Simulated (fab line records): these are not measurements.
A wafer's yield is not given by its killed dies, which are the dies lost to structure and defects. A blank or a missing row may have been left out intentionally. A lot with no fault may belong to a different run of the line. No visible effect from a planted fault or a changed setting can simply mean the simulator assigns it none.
A lot that was struck, set against a sound lot || flow nand harc || 15 steps out of a route of 1302
Sound: the wafers L633.3, L633.4, L633.5. Wafers struck: L649.4, L649.5, L649.6. At the end, the cause is stated.
Each step with rows lists, per side, the tool, then ch with its chambers, then its first start. Under that, the readings that differ: sound wafers || struck wafers || difference of the means || sigmas: that difference in standard deviations of wafers without a fault.
alike: readings with means less than 2 such deviations apart, plus words and numbers identical on both sides. not compared: withheld readings, readings lacking a value on some wafer, bounds such as >300 that could conceal the same value, and numbers that have no deviation in the record and whose values overlap.
The two part at a step that has a row with sigmas, a row that says differs or no value, or rows on one side only. Numbers that have no deviation but don't overlap get no sigmas and don't part them. Lack of a reading on every wafer of one side parts them only where that side has two or more wafers.

first, 1 step without rows for these wafers: NHARC_A_ONON_D1_DEP_12 (target thk 1000 nm).
NHARC_A_ONON_D1_THK_MEAS_14: measures by ellipsometry.
  sound on film metro-02, day 10 09:40; struck on film metro-01, day 17 09:09
  alike: thk nm
then, 2 steps without rows for these wafers: NHARC_A_ONON_D1_ANNEAL_15 (time 3600 s); NHARC_A_ONON_D1_DEP_16 (target thk 1000 nm).
NHARC_A_ONON_D1_THK_MEAS_18: measures by ellipsometry.
  sound on film metro-01, day 10 18:18; struck on film metro-01, day 17 16:43
  alike: thk nm
next comes 1 step that has no rows for these wafers: NHARC_A_ONON_D1_DEP_19 (target thickness 1000 nm).
NHARC_A_ONON_D1_THK_MEAS_21: measures by ellipsometry.
  sound on film metro-01, day 10 18:52; struck on film metro-01, day 17 17:17
  alike: thk nm
next comes 1 step that has no rows for these wafers: NHARC_A_ONON_D1_DEP_22 (target thickness 1000 nm).
NHARC_A_ONON_D1_THK_MEAS_24: measures by ellipsometry.
  sound on film metro-01, day 10 19:26; struck on film metro-02, day 17 17:51
  alike: thk nm
next comes 1 step that has no rows for these wafers: NHARC_A_ONON_D1_DEP_25 (target thickness 1000 nm).
NHARC_A_ONON_D1_THK_MEAS_27: measures by ellipsometry.
  sound on film metro-02, day 10 20:00; struck on film metro-02, day 17 18:25
  alike: thk nm
NHARC_A_ONON_D1_DEP_28: target thk 1000 nm.
  sound on pecvd onon-01 ch 0, day 10 20:10; struck on pecvd onon-04 ch 0, day 17 18:38
NHARC_A_ONON_D1_THK_MEAS_30: measures by ellipsometry.
  sound on film metro-02, day 10 20:34; struck on film metro-02, day 17 18:59
{"reading": "thk nm (nm)", "sound": "990 991 990", "struck": "1754 1756 1753", "difference": "+764", "sigmas": "+69"}
NHARC_A_ONON_D1_DEP_33: deposits SiO2, target thk 200 nm.
  sound on pecvd-01 ch 1,2, day 10 20:40; struck on pecvd-04 ch 0,1,2, day 17 19:10
  alike: flow sccm, heater power w, throttle valve pct
-- break in the record here, with 16 days between the starts of the struck wafers on either side (left off in module A_ONON_D1, picked up again in module END, where the first step shown is number 1302 on the route) --
NHARC_END_SORT_01:
  the record has rows for the struck wafers here (prober-01 ch 0, day 34 04:23) and none for the sound ones

WHERE THEY PART
Earliest at NHARC_A_ONON_D1_THK_MEAS_30; latest, in this record, at NHARC_END_SORT_01.

WHY: the cause the simulator had injected
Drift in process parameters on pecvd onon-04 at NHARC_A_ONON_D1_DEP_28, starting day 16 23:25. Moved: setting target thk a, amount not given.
